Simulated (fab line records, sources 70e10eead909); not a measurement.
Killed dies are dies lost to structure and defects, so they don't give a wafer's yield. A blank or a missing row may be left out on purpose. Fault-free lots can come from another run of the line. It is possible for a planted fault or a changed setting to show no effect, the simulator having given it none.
fab line records	flow nandHarc
record lots=6	wafers=18	lastDay=24
route steps=1159 shown A_CONTACT@957 A_BLC@964
lots that met no fault: from a run of the same line without faults
startH: hours from the record's first day to the start of the lot's first wafer shown	waitH: time in hours since the lot's previous step	" unchanged from the row above	L1.1+2: a single row standing in for several wafers	- no value, or no start was given	* or withheld: withheld	< > ~ a bound
route shown NAME@n: names a module that has steps shown in the file, with the first one's number in the route	usual: mean/standard deviation of fault-free wafers	same: alike in all rows	chamber/n: place in a boat	sites: per-site readings	_std_site: how widely they spread, as a standard deviation	_edge_site: outer sites' mean less inner sites'	radiusMm: how far each site lies from the wafer's centre	mask NAME#n: copy n	behind: the tool/chamber that last shaped the wafer	hold: the reason the lot was held/the length of the hold in hours/how it ended	device: the n, p or np transistor that did not switch	end of line: the same wafers' tests at the end of the route	step lacking rows: just its recipe	killed: not the wafer's yield, but the dies lost to structure and defects at the first sort	map: shows each die of a wafer: x if killed, . if not, _ if none is there
set.NAME: the setting as run; set.NAME@STEP: as run at that earlier step	model.NAME: the simulator's own value behind a step, which no gauge read
lots at some steps of the route; a table a step, a row a wafer
services: from which hour (startH, from the record's first day; less than 0 if before it) a tool's chamber was out of use, for how many hours, and why
## steps
# step NHARC_A_CONTACT_STRIP_27
# recipe timeS=600	tempC=30	chemistry=postEtchResidueRemover
# step NHARC_A_CONTACT_ALD_18
# recipe targetThkA=30	pulseTimeS=1	aldCycles=150	tempC=450	material=TiN
# usual heaterPowerW=1109/92	precursorPulseHeightRel=1.002/0.019
lot.wafer	tool	chamber	startH	waitH	heaterPowerW	precursorPulseHeightRel
L522.1	aldMetal-01	3	446.53	-	1199	1.011
L522.2	"	0	"	"	1188	0.999
L522.5	"	1	"	"	1132	0.984
L526.3	aldMetal-02	3	447.03	-	885	0.995
L526.2	"	0	"	"	1023	1.012
L526.6	"	3	"	"	917	1.003
L534.4	aldMetal-01	0	485.35	-	1225	0.985
L534.1	"	1	"	"	1188	0.983
L534.5	"	1	"	"	1200	1.001
L531.2	aldMetal-01	0	488.85	-	1217	1.002
L531.1	"	1	"	"	1193	0.963
L531.5	"	3	"	"	1172	0.967
L533.4	aldMetal-03	3	494.02	-	1146	1.021
L533.3	"	0	"	"	999	1.035
L533.5	"	3	"	"	1105	1.020
L539.2	aldMetal-01	0	529.92	-	1221	0.970
L539.6	"	0	"	"	1235	0.993
L539.5	"	1	"	"	1195	0.958
# step NHARC_A_CONTACT_CVD_19
# recipe targetThkA=3000	tempC=300	pressureTorr=40	wf6FlowSccm=40	h2FlowSccm=1600	arFlowSccm=1560	timeS=802	material=W
# usual heaterPowerW=464/35	throttleValvePct=7.73/0.18
lot.wafer	tool	chamber	startH	waitH	heaterPowerW	throttleValvePct
L522.1	cvdW-02	1	-	-	462	7.67
L522.2	"	0	"	"	445	7.46
L522.5	"	0	"	"	432	7.60
L526.2	cvdW-01	0	-	-	500	7.73
L526.3	"	0	"	"	497	8.16
L526.6	"	1	"	"	522	8.08
L534.1	cvdW-02	1	-	-	455	7.67
L534.4	"	1	"	"	464	7.57
L534.5	"	1	"	"	455	7.60
L531.1	cvdW-02	1	-	-	467	7.89
L531.2	"	0	"	"	430	7.35
L531.5	"	1	"	"	466	7.71
L533.3	cvdW-02	1	-	-	465	7.77
L533.4	"	0	"	"	429	7.77
L533.5	"	1	"	"	459	7.74
L539.2	cvdW-01	1	-	-	553	7.78
L539.5	"	0	"	"	501	7.63
L539.6	"	1	"	"	541	7.91
# step NHARC_A_CONTACT_CMP_20
# recipe tOverpolishS=30	targetThkNm=300
# usual motorCurrentA=12.2/0.86	overpolishRunS=30.000/0.0092	slurryFlowMlMin=150.0/0.44	timeToEndpointS=60/3.7
lot.wafer	tool	chamber	startH	waitH	motorCurrentA	overpolishRunS	slurryFlowMlMin	timeToEndpointS
L522.1	cmp-02	1	447.57	0.8	11.7	29.993	149.8	68
L522.2	"	0	"	"	12.2	30.007	150.1	67
L522.5	"	2	"	"	13.2	29.985	149.5	63
L526.2	cmp-03	3	448.12	0.8	11.5	30.000	150.4	56
L526.3	"	1	"	"	11.6	29.996	150.1	58
L526.6	"	0	"	"	12.5	30.008	150.8	61
L534.4	cmp-02	2	486.74	0.4	13.2	30.005	149.9	57
L534.1	"	3	"	"	12.1	29.988	149.4	62
L534.5	"	2	"	"	13.0	29.995	149.1	59
L531.1	cmp-02	2	493.61	0.8	13.2	29.997	149.8	54
L531.2	"	0	"	"	12.2	30.008	149.8	59
L531.5	"	3	"	"	11.4	30.002	150.3	58
L533.4	cmp-03	2	499.58	0.4	13.0	30.000	149.4	58
L533.3	"	1	"	"	11.3	30.015	149.7	59
L533.5	"	2	"	"	13.1	29.995	149.9	64
L539.2	cmp-03	1	534.63	0.7	11.2	29.996	149.6	56
L539.5	"	1	"	"	10.6	30.006	149.5	54
L539.6	"	2	"	"	12.6	29.987	149.9	61
# step NHARC_A_CONTACT_SRD_22
# step NHARC_A_CONTACT_INSPECT_23
# usual rawDefectCount=415/140
lot.wafer	tool	chamber	startH	waitH	rawDefectCount
L522.1	defectInspect-02	-	447.98	0.1	299
L522.2	"	-	"	"	268
L522.5	"	-	"	"	354
L526.2	defectInspect-01	-	448.53	0.1	853
L526.3	"	-	"	"	656
L526.6	"	-	"	"	590
L534.1	defectInspect-02	-	487.12	0.1	525
L534.4	"	-	"	"	358
L534.5	"	-	"	"	396
L531.1	defectInspect-01	-	494.01	0.1	310
L531.2	"	-	"	"	329
L531.5	"	-	"	"	581
L533.3	defectInspect-01	-	499.99	0.1	508
L533.4	"	-	"	"	426
L533.5	"	-	"	"	524
L539.2	defectInspect-01	-	535.03	0.1	244
L539.5	"	-	"	"	307
L539.6	"	-	"	"	320
# step NHARC_A_BLC_DEHYDRATE_00
# recipe tempC=150	timeS=120
# step NHARC_A_BLC_HMDS_01
# recipe timeS=30
# step NHARC_A_BLC_COAT_02
# recipe tempC=260	timeS=75
# step NHARC_A_BLC_COAT_03
# recipe tempC=225	timeS=65
# step NHARC_A_BLC_COAT_04
# recipe spinRpm=1500	resistThkNm=90
# step NHARC_A_BLC_SOFTBAKE_05
# recipe tempC=105	timeS=55
# usual heaterPowerTotalW=188.45/0.14
lot.wafer	tool	chamber	startH	waitH	heaterPowerTotalW
L522.1	lithoTrack-04	0	448	-	188.40
L522.2	"	0	"	"	188.44
L522.5	"	0	"	"	188.54
L526.2	lithoTrack-06	0	448	-	188.24
L526.3	"	0	"	"	188.36
L526.6	"	0	"	"	188.34
L534.1	lithoTrack-04	0	487	-	181.89
L534.4	"	0	"	"	182.18
L534.5	"	0	"	"	181.89
L531.1	lithoTrack-06	0	494	-	188.53
L531.2	"	0	"	"	188.41
L531.5	"	0	"	"	188.24
L533.3	lithoTrack-04	0	500	-	181.86
L533.4	"	0	"	"	182.29
L533.5	"	0	"	"	181.99
L539.2	lithoTrack-06	0	535	-	188.43
L539.5	"	0	"	"	188.41
L539.6	"	0	"	"	188.30
# step NHARC_A_BLC_EBR_06
## services
tool	chamber	startH	hours	kind
cmp-02	-	426.50	-	consumableReplace:conditioner
cmp-02	-	426.50	-	consumableReplace:pad
cmp-03	-	450.14	4.0	pm
aldMetal-03	-	451.51	0.8	repair
cmp-02	-	452.79	3.0	repair
cmp-03	-	454.14	-	consumableReplace:conditioner
cmp-03	-	454.14	-	consumableReplace:pad
aldMetal-01	-	458.00	10.0	pm
aldMetal-01	0	458.00	10.0	ventCycle
aldMetal-01	1	458.00	10.0	ventCycle
aldMetal-01	2	458.00	10.0	ventCycle
aldMetal-01	3	458.00	10.0	ventCycle
lithoTrack-06	-	467.00	7.0	pm
aldMetal-01	0	468.00	-	clean
aldMetal-01	1	468.00	-	clean
aldMetal-01	2	468.00	-	clean
aldMetal-01	3	468.00	-	clean
cvdW-01	-	481.26	13.0	pm
lithoTrack-04	-	491.00	7.0	pm
aldMetal-03	-	500.00	10.0	pm
aldMetal-02	-	511.49	68.3	repair
cmp-02	-	520.50	4.0	pm
cmp-02	-	524.50	-	consumableReplace:conditioner
cmp-02	-	524.50	-	consumableReplace:pad
## key
firstSign step=NHARC_A_BLC_SOFTBAKE_05	reading=heaterPowerTotalW	direction=down	sigmas=47	usual=*	struck=*
effect none on later readings
metAt NHARC_A_BLC_SOFTBAKE_05
struckWafers L533.3,L533.4,L533.5,L534.1,L534.4,L534.5
testerLeftOut L533,L534
onsetBetween 448 487
fault kind=processParameterDrift	tool=lithoTrack-04	chamber=-	onsetH=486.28	steps=NHARC_A_BLC_SOFTBAKE_05	channel=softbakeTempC	offset=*	shape=step	endH=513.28	actsIn=*	stated=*
# testerLeftOut: of these lots the tester's yield and bins aren't shown, on N5 and GAA mostly nor the transistor test; their killed dies are dies lost to structure and defects alone, not to doping, threshold or leakage, so they don't give the yield
